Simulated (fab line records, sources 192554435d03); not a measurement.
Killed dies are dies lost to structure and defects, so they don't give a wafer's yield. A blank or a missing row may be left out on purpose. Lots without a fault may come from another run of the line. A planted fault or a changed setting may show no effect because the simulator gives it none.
Chamber matching | flow n5_finfet | N5_BEOL_M14_ILD_DEP_00 on pecvd-02: 3 sister chambers
The step deposits SiO2 from TEOS/O2, target thk 1119.3 nm, time 237.4 s. 3 wafers are shown with their chamber, then 7 later ones without.

WAFERS WITH THEIR CHAMBER
wafer  | chamber | heater_power_w (W)
L084.6 | 1       | 410
L091.1 | 0       | 514
L091.2 | 2       | 714

WAFERS WITHOUT THEIR CHAMBER
wafer  | heater_power_w (W)
L091.4 | 584
L090.4 | 584
L090.5 | 650
L090.6 | 683
L092.4 | 512
L092.5 | 732
L092.6 | 607

WHICH CHAMBER EACH WENT THROUGH
wafer  | from the rows above          | in truth
L091.4 | can't be placed: 0 or 2 or 1 | 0
L090.4 | can't be placed: 0 or 2 or 1 | 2
L090.5 | can't be placed: 2 or 0      | 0
L090.6 | 2                            | 2
L092.4 | can't be placed: 0 or 1      | 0
L092.5 | 2                            | 2
L092.6 | can't be placed: 0 or 2 or 1 | 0
Placed correctly: 2 of 7. Can't be placed from these rows: 5 (the true chamber is among the candidates in 5). Placed wrongly: 0.
How it was worked out, from the rows above alone: a wafer's distance from a chamber is the root of the sum, over the readings, of the square of ((its reading less the chamber's mean) divided by the reading's scatter). The wafer belongs to the nearest chamber; if the next one is less than 2 further off, it can't be placed. A chamber's mean is the mean of its shown wafers. The scatter: with one shown wafer a chamber, the root of the mean of the squares of how far each hidden wafer lies from its nearest shown one.
